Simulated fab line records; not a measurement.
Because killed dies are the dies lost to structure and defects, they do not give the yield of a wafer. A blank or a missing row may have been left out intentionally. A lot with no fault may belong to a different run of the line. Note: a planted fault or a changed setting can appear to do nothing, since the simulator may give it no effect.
Chamber matching + flow n5 finfet + N5_BEOL_M15_ETCH_59 on rie diel-01: 4 sister chambers
The step etches BARC in N2/H2, target depth 89 nm, overetch 26.7 nm, time 67.9 s. 7 wafers are shown with their chamber, then 8 later ones without.

## EACH WAFER AND ITS CHAMBER
| wafer  | chamber | showerhead plenum p Torr (Torr) | drypump motor current A (A) |
|--------|---------|---------------------------------|-----------------------------|
| L084.4 | 1       | 2.66                            | 5.9                         |
| L090.4 | 3       | 2.50                            | 6.3                         |
| L090.5 | 3       | 2.50                            | 6.2                         |
| L093.3 | 1       | 2.65                            | 5.9                         |
| L093.4 | 0       | 2.56                            | 5.8                         |
| L093.6 | 2       | 2.62                            | 5.7                         |
| L094.1 | 0       | 2.56                            | 5.8                         |

## WAFERS WITHOUT THEIR CHAMBER
| wafer  | showerhead plenum p Torr (Torr) | drypump motor current A (A) |
|--------|---------------------------------|-----------------------------|
| L094.4 | 2.62                            | 5.7                         |
| L094.5 | 2.50                            | 6.3                         |
| L096.3 | 2.56                            | 5.8                         |
| L096.5 | 2.56                            | 5.8                         |
| L096.6 | 2.65                            | 5.9                         |
| L095.1 | 2.62                            | 5.7                         |
| L095.4 | 2.62                            | 5.7                         |
| L095.6 | 2.65                            | 5.9                         |

## EACH ONE'S CHAMBER
| wafer  | from the rows above | in truth |
|--------|---------------------|----------|
| L094.4 | 2                   | 2        |
| L094.5 | 3                   | 3        |
| L096.3 | 0                   | 0        |
| L096.5 | 0                   | 0        |
| L096.6 | 1                   | 1        |
| L095.1 | 2                   | 2        |
| L095.4 | 2                   | 2        |
| L095.6 | 1                   | 1        |
8 of 8 placed correctly. Not placeable from these rows: 0. Number placed wrongly: 0.
How it was worked out, from the rows above alone: a wafer's distance from a chamber is the root of the sum, over the readings, of the square of ((its reading less the chamber's mean) divided by the reading's scatter). The wafer belongs to the nearest chamber; if the next one is less than 2 further off, it can't be placed. For every chamber, the mean is computed from those of its wafers that are shown. The scatter is the square root of a quotient: the sum, over the shown wafers, of each reading's squared deviation from its chamber's mean, divided by wafers minus chambers.
